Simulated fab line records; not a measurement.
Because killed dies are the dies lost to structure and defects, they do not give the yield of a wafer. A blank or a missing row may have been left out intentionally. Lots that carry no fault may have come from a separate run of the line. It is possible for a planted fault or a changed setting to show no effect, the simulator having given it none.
Chamber matching / flow nand harc / NHARC_A_CHANNEL_FILL_D1_CMP_10 on cmp-04 has 4 sister chambers
The step polishes, target thk 150 nm. 4 wafers are shown with their chamber, then 7 later ones without.

## WAFERS PAIRED WITH THEIR CHAMBERS
wafer=L091.2; chamber=0; motor current A (A)=12.0
wafer=L091.6; chamber=2; motor current A (A)=13.9
wafer=L094.1; chamber=1; motor current A (A)=14.4
wafer=L094.2; chamber=3; motor current A (A)=10.9

## WAFERS WITHOUT THEIR CHAMBER
wafer=L094.6; motor current A (A)=12.2
wafer=L095.2; motor current A (A)=11.6
wafer=L095.5; motor current A (A)=11.9
wafer=L095.6; motor current A (A)=11.4
wafer=L097.3; motor current A (A)=11.4
wafer=L097.4; motor current A (A)=13.6
wafer=L097.6; motor current A (A)=11.5

## WHICH CHAMBER EACH ONE RAN IN
wafer=L094.6; from the rows above=0; in truth=0
wafer=L095.2; from the rows above=can't be placed: 0 or 3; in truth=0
wafer=L095.5; from the rows above=0; in truth=0
wafer=L095.6; from the rows above=can't be placed: 3 or 0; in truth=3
wafer=L097.3; from the rows above=can't be placed: 3 or 0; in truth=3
wafer=L097.4; from the rows above=can't be placed: 2 or 1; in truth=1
wafer=L097.6; from the rows above=can't be placed: 0 or 3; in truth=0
Correct placement for 2 of the 7. Cannot be placed on the basis of these rows: 5; the candidates contain the true chamber in 5. Placed wrongly: 0.
How it was worked out, from the rows above alone: a wafer's distance from a chamber is the root of the sum, over the readings, of the square of ((its reading less the chamber's mean) divided by the reading's scatter). If the next closest chamber is less than 2 further off than the closest, the wafer can't be placed; otherwise it belongs to the closest. The mean given for a chamber averages the wafers shown for that chamber. The scatter (one wafer shown for each chamber): square how far every hidden wafer sits from the nearest shown wafer, average those squares and take the square root.
